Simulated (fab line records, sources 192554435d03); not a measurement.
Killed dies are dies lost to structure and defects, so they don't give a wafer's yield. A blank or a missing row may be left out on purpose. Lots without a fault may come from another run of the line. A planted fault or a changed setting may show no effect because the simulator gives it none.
One fault seen from 2 desks | flow n5_finfet | each desk has only its own numbers; what lay behind them comes last

THE METROLOGY DESK
What the gauges read, lot by lot, whatever tool the lot ran on: means of the sampled wafers that have a number. A lot is out of limits, marked OUT, if its mean lies more than 4 standard deviations from the usual mean; the brackets give that distance.
Columns: A = cd_nm at N5_PASSIVATION_CD_MEAS_30, usual 4000.2 nm
lot  | first seen here | A
L468 | day 12 14:26    | 4001.3
L469 | day 12 14:52    | 4001.6
L470 | day 12 19:52    | 4002.5
L477 | day 13 17:32    | 3999.8
L473 | day 13 18:38    | 3998.4
L474 | day 13 20:34    | 3999.8
L475 | day 14 03:22    | 3999.0
L485 | day 16 09:04    | 3999.8
L488 | day 16 14:29    | 4001.1
L486 | day 16 17:38    | 4000.8
L490 | day 17 22:44    | 3998.1
This desk's finding: nothing out of limits on any of the 11 lots.

THE TOOL OWNER'S DESK: pecvd-04
The tool's own readings at N5_BEOL_M9_PECVD_70 (deposits SiO2 from TEOS/O2, target thk 20 nm, time 22.7 s): means of the sampled wafers that have a number, for each lot that ran on this tool. A lot is out of limits, marked OUT, if its mean lies more than 4 standard deviations from the usual mean; the brackets give that distance.
Columns: A = heater_power_w at N5_BEOL_M9_PECVD_70, usual 705 W; B = rf_fwd_power_W at N5_BEOL_M9_PECVD_70, usual 445.1 W; C = showerhead_plenum_p_Torr at N5_BEOL_M9_PECVD_70, usual 8.76 Torr; D = throttle_valve_pct at N5_BEOL_M9_PECVD_70, usual 21.9 %
lot  | first seen here | A   | B     | C    | D
L468 | day 10 04:24    | 815 | 447.1 | 8.75 | 21.1
L470 | day 10 14:40    | 752 | 445.0 | 8.74 | 21.3
L474 | day 11 14:34    | 709 | 444.0 | 8.73 | 21.3
L477 | day 11 15:17    | 705 | 445.2 | 8.74 | 21.3
L475 | day 11 22:17    | 762 | 444.7 | 8.75 | 21.2
L490 | day 15 06:08    | 757 | 445.8 | 8.73 | 21.4
This desk's finding: nothing out of limits on any of the 6 lots.

PUT TOGETHER
The metrology desk saw nothing out of limits.
The tool owner's desk saw nothing out of limits.

WHAT THE SIMULATOR HAD PUT IN
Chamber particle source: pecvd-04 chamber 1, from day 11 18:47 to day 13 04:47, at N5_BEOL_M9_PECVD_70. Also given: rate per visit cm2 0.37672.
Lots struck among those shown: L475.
